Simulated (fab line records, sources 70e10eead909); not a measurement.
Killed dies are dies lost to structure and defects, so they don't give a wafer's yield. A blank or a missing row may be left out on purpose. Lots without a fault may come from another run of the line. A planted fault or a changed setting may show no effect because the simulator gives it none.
Chamber matching | flow nand_harc | NHARC_P_M1_CMP_23 on cmp-01: 4 sister chambers
The step polishes, t overpolish 20 s, target thk 157.82 nm. 14 wafers are shown with their chamber, then 7 later ones without.

WAFERS WITH THEIR CHAMBER
wafer  | chamber | time_to_endpoint_s (s) | motor_current_A (A) | retaining_ring_pressure_frac
L922.1 | 1       | 34.9                   | 11.9                | 1.005
L922.2 | 2       | 28.4                   | 11.5                | 0.998
L922.3 | 3       | 26.2                   | 13.6                | 0.996
L923.1 | 3       | 24.2                   | 11.6                | 1.001
L923.3 | 1       | 33.6                   | 11.9                | 1.001
L923.5 | 1       | 32.4                   | 11.7                | 0.995
L924.2 | 0       | 27.0                   | 11.7                | 1.002
L924.4 | 1       | 33.4                   | 11.8                | 1.010
L924.6 | 1       | 29.7                   | 12.2                | 0.992
L938.2 | 0       | 28.2                   | 12.1                | 1.004
L938.4 | 2       | 25.2                   | 11.3                | 1.000
L938.5 | 1       | 31.7                   | 11.4                | 0.999
L940.1 | 0       | 30.7                   | 10.7                | 1.001
L940.3 | 3       | 26.7                   | 12.6                | 1.000

SIGNATURES (means of the wafers above)
reading                      | chamber 0 | chamber 1 | chamber 2 | chamber 3 | scatter within a chamber
time_to_endpoint_s           | 28.633    | 32.617    | 26.800    | 25.700    | 1.79
motor_current_A              | 11.500    | 11.817    | 11.400    | 12.600    | 0.584
retaining_ring_pressure_frac | 1.00233   | 1.00033   | 0.99900   | 0.99900   | 0.00486
Rule: a wafer's distance from a chamber is the root of the sum, over the readings, of the square of ((its reading less the chamber's mean) divided by the reading's scatter). The wafer belongs to the nearest chamber; if the next one is less than 2 further off, it can't be placed. The scatter: the root of (the sum of the squares of (reading less its chamber's mean) over the shown wafers, divided by (wafers less chambers)).

WAFERS WITHOUT THEIR CHAMBER
wafer  | time_to_endpoint_s (s) | motor_current_A (A) | retaining_ring_pressure_frac
L940.5 | 26.5                   | 12.1                | 0.994
L942.1 | 24.8                   | 12.7                | 0.995
L942.2 | 25.3                   | 11.8                | 0.999
L942.5 | 25.2                   | 11.7                | 0.995
L945.2 | 34.0                   | 11.8                | 0.993
L945.4 | 23.1                   | 11.7                | 1.009
L945.6 | 25.7                   | 11.5                | 1.003

WHICH CHAMBER EACH WENT THROUGH
wafer  | from the rows above          | in truth
L940.5 | can't be placed: 3 or 2 or 0 | 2
L942.1 | can't be placed: 3 or 2      | 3
L942.2 | can't be placed: 2 or 3 or 0 | 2
L942.5 | can't be placed: 2 or 3 or 0 | 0
L945.2 | can't be placed: 1 or 0      | 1
L945.4 | can't be placed: 3 or 2 or 0 | 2
L945.6 | can't be placed: 2 or 0 or 3 | 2
Placed correctly: 0 of 7. Can't be placed from these rows: 7 (the true chamber is among the candidates in 7). Placed wrongly: 0.
